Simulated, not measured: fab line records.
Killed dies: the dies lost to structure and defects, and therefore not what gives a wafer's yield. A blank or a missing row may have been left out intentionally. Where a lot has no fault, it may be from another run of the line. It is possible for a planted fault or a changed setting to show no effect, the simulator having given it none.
Chamber matching | flow n5 finfet | rie diel-06 running N5_BEOL_M1_ETCH_74: 4 sister chambers
The step etches underlayer in N2/H2, target depth 6.5 nm, time 5.2 s. 4 wafers are shown with their chamber, then 9 later ones without.

== WAFERS PAIRED WITH THEIR CHAMBERS ==
wafer  | chamber | drypump motor current A (A)
L087.1 | 1       | 6.6
L090.1 | 2       | 5.7
L090.2 | 3       | 5.9
L090.3 | 0       | 5.8

== WAFERS MISSING THEIR CHAMBER ==
wafer  | drypump motor current A (A)
L090.4 | 5.9
L090.5 | 5.6
L090.6 | 5.8
L091.1 | 5.9
L091.2 | 5.8
L091.6 | 5.7
L092.1 | 5.8
L092.2 | 5.9
L092.3 | 6.6

== THE CHAMBER EACH PASSED THROUGH ==
wafer  | from the rows above | in truth
L090.4 | 3                   | 3
L090.5 | 2                   | 2
L090.6 | 0                   | 0
L091.1 | 3                   | 3
L091.2 | 0                   | 0
L091.6 | 2                   | 2
L092.1 | 0                   | 0
L092.2 | 3                   | 3
L092.3 | 1                   | 1
Placed correctly: 9 of 9. Not placeable from these rows: 0. Number placed wrongly: 0.
How it was worked out, from the rows above alone: a wafer's distance from a chamber is the root of the sum, over the readings, of the square of ((its reading less the chamber's mean) divided by the reading's scatter). The wafer belongs to the nearest chamber; if the next one is less than 2 further off, it can't be placed. For every chamber, the mean is computed from those of its wafers that are shown. The scatter (one wafer shown for each chamber): square how far every hidden wafer sits from the nearest shown wafer, average those squares and take the square root.
